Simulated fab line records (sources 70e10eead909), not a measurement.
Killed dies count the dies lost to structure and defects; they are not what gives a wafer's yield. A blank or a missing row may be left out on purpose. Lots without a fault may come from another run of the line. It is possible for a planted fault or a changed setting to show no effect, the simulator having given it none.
Matching of chambers ; flow nand_harc ; 4 sister chambers for NHARC_P_M2_CMP_23 on cmp-02
The step polishes, t overpolish 20 s, target thk 144.3 nm. 14 wafers are shown with their chamber, then 7 later ones without.

== WAFERS, EACH WITH ITS CHAMBER ==
wafer;chamber;motor_current_A (A);time_to_endpoint_s (s)
L075.2;2;10.5;32.2
L075.5;1;12.2;29.0
L075.6;0;14.6;31.3
L081.2;1;12.2;29.2
L081.3;0;14.0;32.2
L081.5;1;12.1;28.6
L088.4;2;10.6;28.8
L088.5;2;11.7;28.3
L088.6;1;12.9;25.0
L087.2;2;11.1;28.5
L087.3;1;12.4;24.6
L087.5;0;14.4;25.0
L090.1;1;12.4;22.8
L090.5;3;11.1;24.6

SIGNATURES (means of the wafers above)
reading;chamber 0;chamber 1;chamber 2;chamber 3;scatter within a chamber
motor_current_A;14.333;12.367;10.975;11.100;0.388
time_to_endpoint_s;29.500;26.533;29.450;24.600;2.8
Rule: distance of a wafer from a chamber = root of the sum over the readings of ((wafer's reading minus chamber's mean) / reading's scatter) squared. If the next closest chamber is less than 2 further off than the closest, the wafer can't be placed; otherwise it belongs to the closest. The scatter is the square root of a quotient: the sum, over the shown wafers, of each reading's squared deviation from its chamber's mean, divided by wafers minus chambers.

== WAFERS WITH NO CHAMBER GIVEN ==
wafer;motor_current_A (A);time_to_endpoint_s (s)
L090.6;13.6;25.6
L095.1;12.3;25.6
L095.2;11.2;25.5
L095.5;10.5;30.2
L097.1;11.0;28.3
L097.2;14.4;29.8
L097.4;11.2;25.6

== THE CHAMBER EACH PASSED THROUGH ==
wafer;from the rows above;in truth
L090.6;can't be placed: 0 or 1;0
L095.1;1;1
L095.2;can't be placed: 3 or 2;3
L095.5;can't be placed: 2 or 3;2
L097.1;can't be placed: 2 or 3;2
L097.2;0;0
L097.4;can't be placed: 3 or 2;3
Correct placement for 2 of the 7. Unplaceable from these rows: 5, with the true chamber sitting among the candidates in 5. 0 placed wrongly.
